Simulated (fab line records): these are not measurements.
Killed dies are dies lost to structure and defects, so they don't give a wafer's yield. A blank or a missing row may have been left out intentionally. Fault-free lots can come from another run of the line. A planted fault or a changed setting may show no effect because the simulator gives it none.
A struck lot beside a sound one | flow nand harc | 18 out of 1159 route steps
Sound: wafers L500.2, L500.4, L500.5. Wafers L508.2, L508.3, L508.6 were the ones struck. Last of all comes the cause.
Each step with rows lists, per side, the tool, then ch with its chambers, then its first start. Under that, the readings that differ: sound wafers | struck wafers | difference of the means | sigmas: that difference in standard deviations of wafers without a fault.
alike: readings whose means differ by less than 2 such deviations, and words and numbers that are the same on both sides. not compared: withheld readings, readings that some wafer has no value for, bounds like >300 that may hide the same value, and numbers for which the record gives no deviation and whose values overlap.
A row with sigmas, a row that says differs or no value, or rows on one side alone: a step with any of these is where the two part. When numbers do not overlap yet have no deviation, they are printed without sigmas and do not part them. A reading that every wafer of one side lacks parts them only if that side has two wafers or more.

NHARC_P_ZERO_WELL_CD_MEAS_24 targets a cd of 720 nm.
  sound on cd sem-03 ch 0, day 3 08:20; struck on cd sem-02 ch 0, day 5 08:35
  alike: cd nm
then, 1 step without rows for these wafers: NHARC_P_ZERO_WELL_HARDBAKE_25 (time 80 s).
NHARC_P_ZERO_WELL_DESCUM_26: chemistry O2, time 3 s.
  sound on rie diel-03 ch 0,1, day 3 08:32; struck on rie diel-05 ch 1,3, day 5 08:44
  reading                     | sound       | struck      | difference | sigmas
  drypump motor current A (A) | 4.8 4.8 5.4 | 6.7 6.6 6.6 | +1.6       | +3
  alike: oes product au, rf vpp V, showerhead plenum p Torr, throttle valve pct
  not compared: rf hours counter h
then, 9 steps without rows for these wafers: NHARC_P_ZERO_WELL_IMPLANT_27; NHARC_P_ZERO_WELL_IMPLANT_57; NHARC_P_ZERO_WELL_IMPLANT_58; NHARC_P_ZERO_WELL_STRIP_28 (strips in SPM, time 840 s); NHARC_P_ZERO_WELL_DEHYDRATE_29 (time 120 s); NHARC_P_ZERO_WELL_HMDS_30 (time 30 s); NHARC_P_ZERO_WELL_COAT_31; NHARC_P_ZERO_WELL_SOFTBAKE_32 (time 95 s); NHARC_P_ZERO_WELL_EBR_33.
NHARC_P_ZERO_WELL_EXPOSE_34: exposes mask P PWELL, target cd 720 nm.
  sound on krf scanner-03 ch 0, day 3 09:52; struck on krf scanner-02 ch 0, day 5 10:04
  reading | sound                         | struck                        | difference | sigmas
  mask    | P_PWELL#0 P_PWELL#0 P_PWELL#0 | P_NWELL#0 P_NWELL#0 P_NWELL#0 | differs    |
then, 2 steps without rows for these wafers: NHARC_P_ZERO_WELL_PEB_35 (peb time 85 s); NHARC_P_ZERO_WELL_DEVELOP_36 (time 70 s).
NHARC_P_ZERO_WELL_CD_MEAS_37 targets a cd of 720 nm.
  sound on cd sem-01 ch 0, day 3 10:01; struck on cd sem-02 ch 0, day 5 10:13
  reading    | sound             | struck | difference                    | sigmas
  cd nm (nm) | 720.3 719.3 718.3 | - - -  | no value on the struck wafers |
then, 1 step without rows for these wafers: NHARC_P_ZERO_WELL_HARDBAKE_38 (time 80 s).
-- the record jumps here: 17 days lie between the struck wafers' starts before and after (it left off in module P_ZERO_WELL and takes up again in module END, whose first step shown is number 1159 of the route) --
NHARC_END_SORT_01:
  sound on prober-02 ch 0, day 21 04:10; struck on prober-02 ch 0, day 22 21:38
  reading             | sound    | struck                                                               | difference                   | sigmas
  hold                | - - -    | await dispo/2.0h/scrap await dispo/2.0h/scrap await dispo/2.0h/scrap | no value on the sound wafers |
  killed at periphery | 0 1 0    | 654 658 650                                                          | +654                         | +99 or more
  killed dies         | 30 31 29 | 677 677 677                                                          | +647                         | +74
  alike: killed at array, killed at other, killed open, killed short

WHERE THEY PART
Last at NHARC_END_SORT_01 as far as this record goes, first at NHARC_P_ZERO_WELL_DESCUM_26.

WHY: what had been put in by the simulator
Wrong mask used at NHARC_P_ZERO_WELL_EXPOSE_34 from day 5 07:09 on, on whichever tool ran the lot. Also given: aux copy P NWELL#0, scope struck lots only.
